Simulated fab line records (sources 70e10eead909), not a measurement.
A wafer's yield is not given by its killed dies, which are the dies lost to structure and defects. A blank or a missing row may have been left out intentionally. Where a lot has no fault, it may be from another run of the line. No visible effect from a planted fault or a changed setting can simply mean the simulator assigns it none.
fab line records	flow nand_harc
[record] lots = 12	wafers = 36	last_day = 34
route steps=1302 shown P_STI@84 P_GATE@150 END@1302
lots that met no fault: from a run of the same line without faults
start_h: hours from the record's opening day to when the first of the lot's shown wafers began	wait_h: hours elapsed since this lot's preceding step	" the same as in the row above	L1.1+2: a single row standing in for several wafers	- no value present, or no start provided	* or withheld: withheld	< > ~ a bound
route shown NAME@n: names a module that has steps shown in the file, with the first one's number in the route	usual: average and standard deviation across the fault-free wafers	same: alike in all rows	chamber/n: place in a boat	sites: each site's reading	_std_site: the standard deviation of these	_edge_site: inner sites' mean taken away from outer sites' mean	radius_mm: for every site, how far away it sits from the centre of the wafer	mask NAME#n: copy n	behind: tool/chamber where the wafer was last shaped	hold: why the lot went on hold/how many hours it stayed there/how the hold came to an end	device: whichever transistor did not switch (one of n, p or np)	end of line: tests run on the same wafers once the route is complete	a step without rows: its recipe alone	killed: count of dies lost to structure and defects at first sort (not the wafer's yield)	map: shows each die of a wafer: x if killed, . if not, _ if none is there
set.NAME: the run value of the setting; set.NAME@STEP: its run value at that earlier step	model.NAME: the simulator's own value behind a step, which no gauge read
a sample of lots followed through the steps of the route, with each step as a table and each wafer as a row
services: from which hour (start_h, from the record's first day; less than 0 if before it) a tool's chamber was out of use, for how many hours, and why
[[steps]]
[step NHARC_P_STI_OVL_MEAS_10]
[usual] overlay_x_nm = 2/4.9	overlay_y_nm = 2/6.1
lot.wafer	tool	chamber	start_h	wait_h	overlay_x_nm	overlay_y_nm
L440.1	overlay-01	-	53.22	-	-4	-2
L440.2	"	-	"	"	-5	-1
L440.5	"	-	"	"	-4	-2
L444.3	overlay-01	-	93.69	-	11	5
L444.5	"	-	"	"	11	6
L444.6	"	-	"	"	11	6
L446.1	overlay-02	-	113.73	-	-1	7
L446.2	"	-	"	"	-1	6
L446.5	"	-	"	"	-1	7
L448.1	overlay-02	-	136.09	-	-6	-3
L448.2	"	-	"	"	-6	-3
L448.4	"	-	"	"	-6	-3
L449.2	overlay-02	-	148.12	-	1	13
L449.5	"	-	"	"	1	14
L449.6	"	-	"	"	1	14
L454.2	overlay-02	-	195.73	-	-4	0
L454.4	"	-	"	"	-3	0
L454.5	"	-	"	"	-4	0
L455.3	overlay-01	-	202.71	-	3	-7
L455.5	"	-	"	"	2	-7
L455.6	"	-	"	"	3	-7
L456.1	overlay-01	-	214.20	-	4	9
L456.2	"	-	"	"	4	9
L456.5	"	-	"	"	4	9
L458.1	overlay-02	-	235.65	-	6	-7
L458.2	"	-	"	"	5	-7
L458.6	"	-	"	"	6	-7
L459.2	overlay-01	-	245.47	-	0	0
L459.3	"	-	"	"	-1	-1
L459.4	"	-	"	"	0	-1
L460.1	overlay-02	-	255.16	-	4	0
L460.2	"	-	"	"	4	0
L460.5	"	-	"	"	4	0
L461.1	overlay-02	-	263.70	-	-4	9
L461.4	"	-	"	"	-4	9
L461.6	"	-	"	"	-4	9
[step NHARC_P_GATE_STRIP_108]
[recipe] o2_flow_sccm = 500	ar_flow_sccm = 0	bias_w = 0	chemistry = O2
[usual] drypump_motor_current_A = 5.8/0.31	oes_product_au = 0.995/0.011	rf_vpp_V = 57.7/0.88	showerhead_plenum_p_Torr = 3.50/0.17	throttle_valve_pct = 17.037/0.0091
[same] bias_w = 0
lot.wafer	tool	chamber	start_h	wait_h	drypump_motor_current_A	oes_product_au	rf_hours_counter_h	rf_vpp_V	showerhead_plenum_p_Torr	throttle_valve_pct
L440.2	rie_diel-02	3	106.64	-	6.2	0.991	3.0	59.0	3.60	17.021
L440.1	"	1	"	"	5.7	1.014	3.4	57.3	3.71	17.047
L440.5	"	3	"	"	6.2	0.995	-	58.2	3.60	17.034
L444.3	rie_diel-01	0	144.48	-	6.0	0.989	6.0	56.6	3.34	17.039
L444.5	"	0	"	"	6.0	0.981	-	58.7	3.34	17.043
L444.6	"	1	"	"	5.4	1.007	-	56.5	3.38	17.037
L446.2	rie_diel-02	3	165.82	-	6.3	0.992	6.3	58.2	3.60	17.027
L446.1	"	0	"	"	6.3	0.983	5.9	56.7	3.32	17.026
L446.5	"	3	"	"	6.2	0.988	-	59.1	3.60	17.040
L448.4	rie_diel-02	0	190.82	-	6.4	0.985	7.9	57.3	3.32	17.056
L448.1	"	1	"	"	5.7	1.000	5.7	58.1	3.71	17.051
L448.2	"	2	"	"	5.9	1.005	8.5	56.3	3.44	17.046
L449.2	rie_diel-07	3	208.65	-	5.3	0.988	5.1	58.9	3.40	17.043
L449.5	"	2	"	"	5.6	1.014	-	57.1	3.30	17.049
L449.6	"	3	"	"	5.3	0.998	-	57.2	3.40	17.048
L455.3	rie_diel-01	3	256.55	-	5.8	0.975	2.8	57.5	3.72	17.032
L455.5	"	3	"	"	5.8	0.993	-	57.9	3.72	17.038
L455.6	"	0	"	"	6.0	0.991	-	59.1	3.34	17.033
L454.2	rie_diel-02	0	257.15	-	6.3	0.992	1.5	56.0	3.32	17.043
L454.4	"	2	"	"	5.8	1.008	1.6	58.6	3.44	17.047
L454.5	"	3	"	"	6.2	1.013	-	58.2	3.60	17.037
L456.1	rie_diel-01	3	264.72	-	5.9	0.987	3.0	58.2	3.72	17.041
L456.2	"	2	"	"	5.7	0.978	2.4	57.9	3.76	17.024
L456.5	"	3	"	"	5.9	0.976	-	58.8	3.72	17.038
L458.2	rie_diel-01	2	289.63	-	5.7	0.987	4.3	57.6	3.76	17.051
L458.1	"	3	"	"	5.8	0.979	4.6	58.3	3.72	17.045
L458.6	"	1	"	"	5.4	0.990	-	56.9	3.38	17.026
L459.4	rie_diel-01	0	298.88	-	6.0	0.990	6.2	55.9	3.34	17.044
L459.2	"	1	"	"	5.4	0.999	6.3	58.0	3.38	17.029
L459.3	"	2	"	"	5.7	0.994	5.9	57.6	3.76	17.020
L461.1	rie_diel-01	2	319.76	-	5.7	0.986	6.1	58.0	3.76	17.056
L461.6	"	2	"	"	5.7	0.996	-	58.0	3.76	17.044
L461.4	"	1	"	"	5.4	1.008	-	57.9	3.38	17.033
L460.1	rie_diel-02	0	319.91	-	6.3	0.995	3.9	57.0	3.32	17.036
L460.2	"	2	"	"	5.9	1.007	4.5	57.3	3.43	17.046
L460.5	"	0	"	"	6.3	0.996	-	57.5	3.32	17.037
[step NHARC_P_GATE_ETCHBACK_37]
[recipe] target_depth_a = 345	time_s = 17.2	chf3_flow_sccm = 50	o2_flow_sccm = 10	ar_flow_sccm = 200	rf_w = 500	bias_w = 200	chemistry = CHF3/O2
[usual] bias_w = 200.0/0.63	drypump_motor_current_A = 5.84/0.3	oes_product_au = 0.931/0.024	rf_vpp_V = 370.4/2.7	showerhead_plenum_p_Torr = 2.39/0.12	throttle_valve_pct = 20.572/0.0088
lot.wafer	tool	chamber	start_h	wait_h	bias_w	drypump_motor_current_A	oes_product_au	rf_hours_counter_h	rf_vpp_V	showerhead_plenum_p_Torr	throttle_valve_pct
L440.1	rie_diel-01	3	-	-	199.8	5.83	0.923	4.1	374.1	2.54	20.569
L440.2	"	0	"	"	200.6	6.01	0.913	4.6	367.0	2.27	20.583
L440.5	"	3	"	"	199.1	5.84	0.919	-	372.5	2.54	20.583
L444.3	rie_diel-07	3	-	-	198.9	5.32	0.919	0.6	368.2	2.31	20.589
L444.6	"	2	"	"	199.7	5.60	0.921	-	367.3	2.24	20.594
L444.5	"	3	"	"	199.0	5.33	0.921	-	368.9	2.31	20.568
L446.1	rie_diel-02	2	-	-	200.7	5.82	0.917	7.4	369.7	2.34	20.573
L446.2	"	3	"	"	199.9	6.22	0.912	7.3	372.9	2.45	20.570
L446.5	"	3	"	"	199.6	6.20	0.911	-	372.8	2.45	20.564
L448.1	rie_diel-02	0	-	-	200.6	6.32	0.912	8.0	366.8	2.26	20.571
L448.2	"	3	"	"	200.5	6.25	0.907	8.6	371.4	2.45	20.577
L448.4	"	3	"	"	200.7	6.22	0.914	-	371.2	2.45	20.558
L449.2	rie_diel-07	0	-	-	200.8	5.89	0.924	4.2	373.8	2.54	20.554
L449.5	"	3	"	"	200.6	5.32	0.917	-	369.2	2.31	20.573
L449.6	"	0	"	"	200.2	5.90	0.935	-	374.1	2.54	20.584
L455.3	rie_diel-01	2	-	-	200.3	5.76	0.903	2.4	374.7	2.57	20.575
L455.6	"	3	"	"	200.0	5.84	0.911	-	373.5	2.54	20.567
L455.5	"	0	"	"	199.9	5.99	0.915	-	369.1	2.27	20.568
L454.2	rie_diel-02	2	-	-	198.8	5.84	0.930	1.6	369.5	2.34	20.560
L454.4	"	0	"	"	199.2	6.33	0.927	1.6	367.8	2.26	20.569
L454.5	"	2	"	"	199.6	5.86	0.929	-	370.1	2.34	20.588
L456.2	rie_diel-02	2	-	-	201.6	5.86	0.926	1.8	366.7	2.34	20.582
L456.1	"	0	"	"	198.7	6.31	0.929	1.9	366.4	2.26	20.575
L456.5	"	2	"	"	200.8	5.90	0.938	-	370.0	2.34	20.573
L458.1	rie_diel-02	0	-	-	199.8	6.33	0.967	3.0	367.3	2.26	20.572
L458.2	"	1	"	"	199.0	5.71	0.949	2.5	374.2	2.52	20.578
L458.6	"	3	"	"	199.1	6.24	0.981	-	371.1	2.45	20.561
L459.4	rie_diel-01	2	-	-	200.9	5.75	0.922	6.0	373.7	2.57	20.563
L459.2	"	0	"	"	199.8	6.04	0.909	6.6	367.8	2.27	20.576
L459.3	"	1	"	"	199.8	5.40	0.927	6.6	366.9	2.30	20.558
L461.4	rie_diel-02	1	-	-	199.0	5.67	0.928	4.1	374.2	2.52	20.589
L461.1	"	2	"	"	200.4	5.77	0.947	4.7	370.5	2.34	20.579
L461.6	"	2	"	"	199.8	5.88	0.938	-	367.9	2.34	20.572
L460.2	rie_diel-02	2	-	-	200.6	5.85	0.932	4.7	367.2	2.34	20.564
L460.1	"	3	"	"	199.9	6.22	0.917	3.4	372.6	2.45	20.583
L460.5	"	3	"	"	199.4	6.23	0.919	-	371.1	2.45	20.562
[step NHARC_P_GATE_INSPECT_68]
[usual] raw_defect_count = 181/60
lot.wafer	tool	chamber	start_h	wait_h	raw_defect_count
L440.1	defect_inspect-02	-	126.61	0.2	168
L440.2	"	-	"	"	176
L440.5	"	-	"	"	158
L444.3	defect_inspect-02	-	162.23	0.1	207
L444.5	"	-	"	"	237
L444.6	"	-	"	"	142
L446.1	defect_inspect-01	-	183.42	0.2	171
L446.2	"	-	"	"	118
L446.5	"	-	"	"	147
L448.1	defect_inspect-02	-	208.48	0.2	588
L448.2	"	-	"	"	198
L448.4	"	-	"	"	188
L449.2	defect_inspect-01	-	226.35	0.1	163
L449.5	"	-	"	"	142
L449.6	"	-	"	"	181
L455.3	defect_inspect-01	-	274.22	0.1	138
L455.5	"	-	"	"	118
L455.6	"	-	"	"	254
L454.2	defect_inspect-02	-	275.00	0.1	150
L454.4	"	-	"	"	124
L454.5	"	-	"	"	232
L456.1	defect_inspect-01	-	282.28	0.2	393
L456.2	"	-	"	"	194
L456.5	"	-	"	"	175
L458.1	defect_inspect-02	-	307.42	0.2	183
L458.2	"	-	"	"	135
L458.6	"	-	"	"	216
L459.2	defect_inspect-01	-	316.84	0.1	252
L459.3	"	-	"	"	274
L459.4	"	-	"	"	301
L461.1	defect_inspect-01	-	337.96	0.2	137
L461.4	"	-	"	"	103
L461.6	"	-	"	"	102
L460.1	defect_inspect-01	-	338.19	0.2	136
L460.2	"	-	"	"	158
L460.5	"	-	"	"	132
[step NHARC_END_SORT_01]
[recipe] temp_c = 25
[usual] killed_at_array = 56/17	killed_at_other = 0.9/1.2	killed_at_periphery = 3.9/2.5	killed_dies = 61/17	killed_open = 3.2/1.8	killed_short = 2.7/1.7
[same] gross_dies = 677
lot.wafer	tool	chamber	start_h	wait_h	killed_at_array	killed_at_other	killed_at_periphery	killed_dies	killed_open	killed_short
L448.1	prober-02	0	668.34	2.5	46	0	35	81	5	1
L448.2	prober-02	0	669.16	2.8	55	0	4	59	2	5
L448.4	prober-02	0	670.79	3.5	41	0	2	43	4	2
// killed by level:class
L448.1 P_GATE:unspecified=35 A_CHANNEL_HOLE_D1:chamber_film_flake=30 A_CHANNEL_FILL_D1:geometric_particle:open=3 A_DECK1_JOINT:chamber_film_flake=3 A_SLIT:chamber_film_flake=2 A_CHANNEL_FILL_D1:geometric_particle:short=1 A_ONON_D2:geometric_particle:open=1 A_M0:geometric_particle:open=1
L448.2 A_CHANNEL_HOLE_D1:chamber_film_flake=39 P_STI:chamber_film_flake=2 P_GATE:chamber_film_flake=2 A_CHANNEL_HOLE_D2:chamber_film_flake=2 A_DECK1_JOINT:chamber_film_flake=2 A_CHANNEL_HOLE_D2:unspecified=2 A_CHANNEL_FILL_D2:chamber_film_flake=2 A_SOURCE_PLATE:geometric_particle:short=1
L448.4 A_CHANNEL_HOLE_D1:chamber_film_flake=26 A_M1:geometric_particle:open=3 A_SLIT:chamber_film_flake=3 A_CHANNEL_HOLE_D2:unspecified=2 A_WL_FILL:chamber_film_flake=2 P_CONTACT:geometric_particle:open=1 A_SOURCE_PLATE:geometric_particle:short=1 A_ONON_D2:geometric_particle:short=1
[[services]]
tool	chamber	start_h	hours	kind
rie_diel-02	0	97.70	-	clean
rie_diel-02	1	97.70	-	clean
rie_diel-02	2	97.70	-	clean
rie_diel-02	3	97.70	-	clean
rie_diel-07	-	117.20	9.0	pm
rie_diel-02	-	118.30	0.6	repair
rie_diel-02	-	121.04	0.2	repair
rie_diel-02	0	122.32	-	clean
rie_diel-02	1	122.32	-	clean
rie_diel-02	2	122.32	-	clean
rie_diel-02	3	122.32	-	clean
rie_diel-07	1	147.18	7.6	repair
rie_diel-02	1	158.56	31.6	repair
rie_diel-07	0	171.99	1.6	repair
rie_diel-02	1	191.53	11.1	repair
rie_diel-02	0	192.63	1.2	repair
rie_diel-01	-	204.31	9.0	pm
rie_diel-02	2	212.08	1.7	repair
rie_diel-02	-	216.70	9.0	pm
rie_diel-02	3	228.12	17.8	repair
rie_diel-07	0	235.24	6.1	repair
rie_diel-07	3	255.63	10.9	repair
rie_diel-07	-	294.26	9.0	pm
rie_diel-01	3	319.03	2.6	repair
[[key]]
[first_sign] step = NHARC_P_GATE_INSPECT_68	reading = raw_defect_count	direction = up	sigmas = 6.8	usual = 181	struck = 588
[effect] step = NHARC_END_SORT_01	reading = killed_at_periphery	direction = up	sigmas = 13	usual = 3.9	struck = 35
[more_kills_born_at] NHARC_P_GATE_STRIP_108@rie_diel-02 = 35
met_at NHARC_P_GATE_STRIP_108
struck_lots L448
struck_wafers L448.1
tester_left_out L448
not_acting_at NHARC_P_STI_OVL_MEAS_10,NHARC_P_GATE_ETCHBACK_37
onset_between 106.64 190.82
[fault] kind = chamber_particle_source	tool = rie_diel-02	chamber = 1	onset_h = 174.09	steps = NHARC_P_GATE_STRIP_108	rate_per_visit_cm2 = 0.68099	end_h = 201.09
// tester_left_out: of these lots the tester's yield and bins aren't shown, on N5 and GAA mostly nor the transistor test; their killed dies are dies lost to structure and defects alone, not to doping, threshold or leakage, so they don't give the yield
